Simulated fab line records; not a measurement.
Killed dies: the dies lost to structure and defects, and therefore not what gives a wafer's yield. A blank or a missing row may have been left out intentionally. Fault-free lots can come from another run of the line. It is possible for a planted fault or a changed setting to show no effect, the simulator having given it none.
Split-lot study ; flow n5-finfet ; 7 lots, 39 wafers read, on a route of 1938 steps

## ABOUT THE SPLIT
At N5_PMOS_HMC_CHANNEL_EPI_HM_DEP_34 (deposits SiO2 from TEOS/O2, target thk 36 nm, time 6.9 s), the setting time-s was moved away from the recipe's 6.9 s on 12 of the 39 wafers read, by -55.9% to +45.1%. The other wafers ran this setting at the recipe's value.

Reading taken at the split's own step.

## THE READING
SiO2_of_PMOS_HMC_CHANNEL_EPI_HM_DEP_34.thk-nm (the simulator's own value, which no gauge read), in nm, at N5_PMOS_HMC_CHANNEL_EPI_HM_DEP_34 (deposits SiO2 from TEOS/O2, target thk 36 nm, time 6.9 s). There is no usual value for it anywhere in the file. Across the 27 wafers here that went through the recipe, the average is 35.69 nm and the standard deviation 0.55 nm.

wafer;tool, chamber at the split;time-s as run, s;against the recipe;SiO2_of_PMOS_HMC_CHANNEL_EPI_HM_DEP_34.thk-nm, nm;against lot-mates on the recipe
L075.1;pecvd-02, 0;6.9;recipe;36.2;-
L075.2;pecvd-02, 2;6.9;recipe;35.51;-
L075.6;pecvd-02, 2;6.9;recipe;35.75;-
L077.1;pecvd-02, 0;6.9;recipe;36.09;-
L077.2;pecvd-02, 2;6.9;recipe;35.4;-
L077.3;pecvd-02, 1;6.9;recipe;35.12;-
L077.4;pecvd-02, 1,2;6.9;recipe;35.81;-
L077.5;pecvd-02, 1,2;6.9;recipe;35.81;-
L077.6;pecvd-02, 0;6.9;recipe;36.52;-
L083.1;pecvd-03, 1;6.9;recipe;34.51;-
L083.2;pecvd-03, 0;9.478;+37.4%;49;+13.46
L083.3;pecvd-03, 2;6.9;recipe;35.83;-
L083.4;pecvd-03, 1;9.478;+37.4%;48.45;+12.91
L083.5;pecvd-03, 0;9.478;+37.4%;49.88;+14.34
L083.6;pecvd-03, 2;6.9;recipe;36.29;-
L084.1;pecvd-03, 2;10.01;+45.1%;50.67;+15.38
L084.2;pecvd-03, 1;6.9;recipe;34.63;-
L084.3;pecvd-03, 0;10.01;+45.1%;51.48;+16.19
L084.4;pecvd-03, 1;6.9;recipe;35.34;-
L084.5;pecvd-03, 2;6.9;recipe;35.89;-
L084.6;pecvd-03, 0;10.01;+45.1%;51.52;+16.23
L086.1;pecvd-03, 2;6.9;recipe;35.42;-
L086.2;pecvd-03, 0;6.9;recipe;35.99;-
L086.3;pecvd-03, 1;3.042;-55.9%;15.47;-20.10
L086.4;pecvd-03, 1;6.9;recipe;35.3;-
L086.5;pecvd-03, 2;3.042;-55.9%;16.09;-19.48
L086.6;pecvd-03, 0;3.042;-55.9%;16.97;-18.60
L088.1;pecvd-02, 0;6.9;recipe;35.84;-
L088.2;pecvd-02, 2;6.9;recipe;35.3;-
L088.3;pecvd-02, 1;6.9;recipe;35.26;-
L088.4;pecvd-02, 2;6.9;recipe;35.76;-
L088.5;pecvd-02, 0;6.9;recipe;36.93;-
L088.6;pecvd-02, 1;6.9;recipe;35.94;-
L093.1;pecvd-03, 0;5.326;-22.8%;28.57;-7.19
L093.2;pecvd-03, 1;6.9;recipe;35.03;-
L093.3;pecvd-03, 2;6.9;recipe;36.53;-
L093.4;pecvd-03, 2;5.326;-22.8%;28.07;-7.69
L093.5;pecvd-03, 0;5.326;-22.8%;29.12;-6.64
L093.6;pecvd-03, 1;6.9;recipe;35.73;-
Rows listing several chambers each stand for several wafers; the file does not say which wafer went through which chamber.

FIT RESULTS
A straight line over all 39 wafers: SiO2_of_PMOS_HMC_CHANNEL_EPI_HM_DEP_34.thk-nm changes by +0.347 nm for each +1% of time-s; r = +1.00; the points scatter about the line by 0.61 nm.
The same after taking each lot's own level away (the mean of its wafers on the recipe; 39 wafers): +0.35 nm for each +1%; r = +1.00; scatter 0.58 nm.
Per that fit: largest time-s move, reading shift of 20 nm.
The lots' own levels span 35.287 to 35.838 nm, that is 1.0 times the standard deviation above.
So the lot-to-lot level changes the slope little: the two slopes agree.
Check: for one of the wafers moved furthest among these (-55.9%), held out of the fit, the line's prediction against its lot-mates is -19.3 nm. It came out at -20.1 nm against them.

## THE FILE'S OWN FIT
SiO2_of_PMOS_HMC_CHANNEL_EPI_HM_DEP_34.thk-nm changes by +0.35 nm for each +1% of time-s, r = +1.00.
